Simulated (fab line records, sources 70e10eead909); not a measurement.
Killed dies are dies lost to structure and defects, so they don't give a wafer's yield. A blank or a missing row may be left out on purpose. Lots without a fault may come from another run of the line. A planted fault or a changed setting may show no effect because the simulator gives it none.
A struck lot beside a sound one | flow nand_harc | 15 steps out of a route of 1302
Sound: wafers L726.1, L726.3, L726.6. Struck: wafers L734.2, L734.3, L734.4. The cause comes at the end.
At each step with rows: each side's tool, then ch and its chambers, then its first start. Under that, the readings that differ: sound wafers | struck wafers | difference of the means | sigmas: that difference in standard deviations of wafers without a fault.
alike: readings whose means differ by less than 2 such deviations, and words and numbers that are the same on both sides. not compared: withheld readings, readings that some wafer has no value for, bounds like >300 that may hide the same value, and numbers for which the record gives no deviation and whose values overlap.
The two part at a step that has a row with sigmas, a row that says differs or no value, or rows on one side only. Numbers that don't overlap but have no deviation are shown without sigmas and don't part them. A reading that every wafer of one side lacks parts them only if that side has two wafers or more.

NHARC_A_CHANNEL_HOLE_D1_XSEM_31:
  sound on xsem-01 ch 0, day 10 16:55; struck on xsem-01 ch 0, day 13 23:22
  alike: bot_cd_nm, bow_nm, tilt_deg
NHARC_A_CHANNEL_HOLE_D1_INSPECT_40:
  sound on defect_inspect-02, day 10 17:01; struck on defect_inspect-02, day 13 23:27
  alike: raw_defect_count
then, 3 steps without rows for these wafers: NHARC_A_CHANNEL_FILL_D1_PRECLEAN_00 (cleans in SC1); NHARC_A_CHANNEL_FILL_D1_SRD_01; NHARC_A_CHANNEL_FILL_D1_ALD_02 (deposits SiO2, target thk 6 nm, pulse time 10 s, ald cycles 60).
NHARC_A_CHANNEL_FILL_D1_ALD_03: deposits SiNx, target thk 6 nm, pulse time 60 s, ald cycles 58.
  sound on ald_sin_batch-01 ch 0; struck on ald_sin_batch-02 ch 0
  alike: chamber_pressure_Torr, precursor_pulse_height_rel
NHARC_A_CHANNEL_FILL_D1_ALD_14: deposits SiO2, target thk 2.5 nm, pulse time 10 s, ald cycles 25.
  sound on ald_hk-03 ch 0,1,3, day 10 22:31; struck on ald_hk-04 ch 0,1,3, day 14 08:30
  alike: heater_power_w, precursor_pulse_height_rel
NHARC_A_CHANNEL_FILL_D1_ALD_15: deposits SiNx, target thk 2 nm, pulse time 60 s, ald cycles 19.
  sound on ald_sin_batch-02 ch 0; struck on ald_sin_batch-01 ch 0
  alike: chamber_pressure_Torr, precursor_pulse_height_rel
then, 3 steps without rows for these wafers: NHARC_A_CHANNEL_FILL_D1_ALD_16 (deposits SiO2, target thk 1.5 nm, pulse time 10 s, ald cycles 15); NHARC_A_CHANNEL_FILL_D1_ANNEAL_17 (time 1800 s); NHARC_A_CHANNEL_FILL_D1_CVD_18 (deposits poly-Si, target thk 3 nm).
NHARC_A_CHANNEL_FILL_D1_ETCHBACK_19: etches the open film in HBr/Cl2, target depth 5 nm, time 1.7 s.
  sound on rie_si-04 ch 0,1,2, day 11 15:42; struck on rie_si-02 ch 0,1,3, day 15 01:43
  alike: drypump_motor_current_A, oes_product_au, rf_fwd_power_W, throttle_valve_pct
  not compared: rf_hours_counter_h
NHARC_A_CHANNEL_FILL_D1_ETCHBACK_20: etches the open film in C4F8/O2/Ar, target depth 27 nm, time 13.5 s.
  sound on rie_diel-05 ch 0,3, day 11 15:52; struck on rie_diel-01 ch 0,2,3, day 15 01:51
  reading               | sound             | struck            | difference | sigmas
  oes_product_au (a.u.) | 1.00 1.01 1.01    | 1.21 1.24 1.24    | +0.22      | +6
  rf_fwd_power_W (W)    | 585.8 584.3 585.9 | 832.1 823.1 830.6 | +243.3     | +87
  alike: rf_vpp_V
  not compared: rf_hours_counter_h
then, 1 step without rows for these wafers: NHARC_A_CHANNEL_FILL_D1_STRIP_28 (strips in O2, time 20 s).
-- the record jumps here: 14 days lie between the struck wafers' starts before and after (it left off in module A_CHANNEL_FILL_D1 and takes up again in module END, whose first step shown is number 1302 of the route) --
NHARC_END_SORT_01:
  sound on prober-02 ch 0, day 26 22:30; struck on prober-02 ch 0, day 29 12:34
  alike: killed_at_array, killed_at_other, killed_at_periphery, killed_dies, killed_open, killed_short

WHERE THEY PART
Only at NHARC_A_CHANNEL_FILL_D1_ETCHBACK_20, within this record. Later steps at which nothing parts them and some readings are alike: NHARC_END_SORT_01.

WHY: what the simulator had put in
Process parameter drift: rie_diel-01, from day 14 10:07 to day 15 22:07, at NHARC_A_CHANNEL_FILL_D1_ETCHBACK_20. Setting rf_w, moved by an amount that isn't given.
